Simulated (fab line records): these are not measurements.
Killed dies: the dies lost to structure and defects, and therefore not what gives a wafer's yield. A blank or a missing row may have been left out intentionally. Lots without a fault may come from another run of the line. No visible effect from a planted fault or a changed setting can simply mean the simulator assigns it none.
Matching of chambers -- flow n5_finfet -- N5_BEOL_M11_CURE_71 on uv_cure-02: 3 sister chambers
The step cures SiCOH lowk, time 240 s. 24 wafers are shown with their chamber, then 12 later ones without.

WAFERS PAIRED WITH THEIR CHAMBERS
wafer,chamber,wafer_temp_C_max,lamp_power_pct (%)
L079.1,2,387.4,52.34
L079.2,2,387.8,52.34
L079.3,2,387.1,52.26
L079.4,2,387.3,52.35
L079.5,2,387.4,52.28
L079.6,2,387.8,52.29
L080.1,2,387.6,52.34
L080.3,2,387.2,52.41
L080.6,2,387.2,52.28
L086.2,1,386.5,52.24
L086.3,1,386.8,52.29
L086.5,1,386.5,52.34
L087.1,0,386.3,52.29
L087.4,0,387.2,52.28
L087.5,0,386.6,52.32
L088.2,2,387.3,52.29
L088.4,2,387.3,52.28
L088.5,2,387.9,52.28
L089.1,1,386.7,52.24
L089.5,1,386.7,52.28
L089.6,1,386.4,52.27
L089.2,1,386.0,52.29
L089.3,1,385.6,52.37
L089.4,1,386.5,52.37

SIGNATURES (means of the wafers above)
reading,chamber 0,chamber 1,chamber 2,scatter within a chamber
wafer_temp_C_max,386.700,386.411,387.442,0.337
lamp_power_pct,52.2967,52.2989,52.3117,0.0448
Rule: distance of a wafer from a chamber = root of the sum over the readings of ((wafer's reading minus chamber's mean) / reading's scatter) squared. If the next closest chamber is less than 2 further off than the closest, the wafer can't be placed; otherwise it belongs to the closest. How the scatter is found: for the shown wafers, subtract from each reading the mean of its chamber, square and add these, divide the total by (wafers less chambers), then take the root.

WAFERS WITH NO CHAMBER GIVEN
wafer,wafer_temp_C_max,lamp_power_pct (%)
L091.1,386.8,52.41
L091.5,386.4,52.31
L091.6,386.8,52.34
L094.1,386.6,52.27
L094.3,386.1,52.29
L094.6,386.1,52.32
L094.2,386.2,52.33
L094.4,386.2,52.37
L094.5,386.6,52.48
L096.1,387.1,52.33
L096.4,387.0,52.23
L096.5,386.4,52.37

WHICH CHAMBER EACH WENT THROUGH
wafer,from the rows above,in truth
L091.1,can't be placed: 0 or 1 or 2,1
L091.5,can't be placed: 1 or 0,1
L091.6,can't be placed: 0 or 1 or 2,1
L094.1,can't be placed: 0 or 1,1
L094.3,can't be placed: 1 or 0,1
L094.6,can't be placed: 1 or 0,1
L094.2,can't be placed: 1 or 0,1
L094.4,can't be placed: 1 or 0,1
L094.5,can't be placed: 1 or 0 or 2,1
L096.1,can't be placed: 2 or 0 or 1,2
L096.4,can't be placed: 0 or 2 or 1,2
L096.5,can't be placed: 1 or 0 or 2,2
0 of 12 placed correctly. Can't be placed from these rows: 12 (the true chamber is among the candidates in 12). 0 placed wrongly.
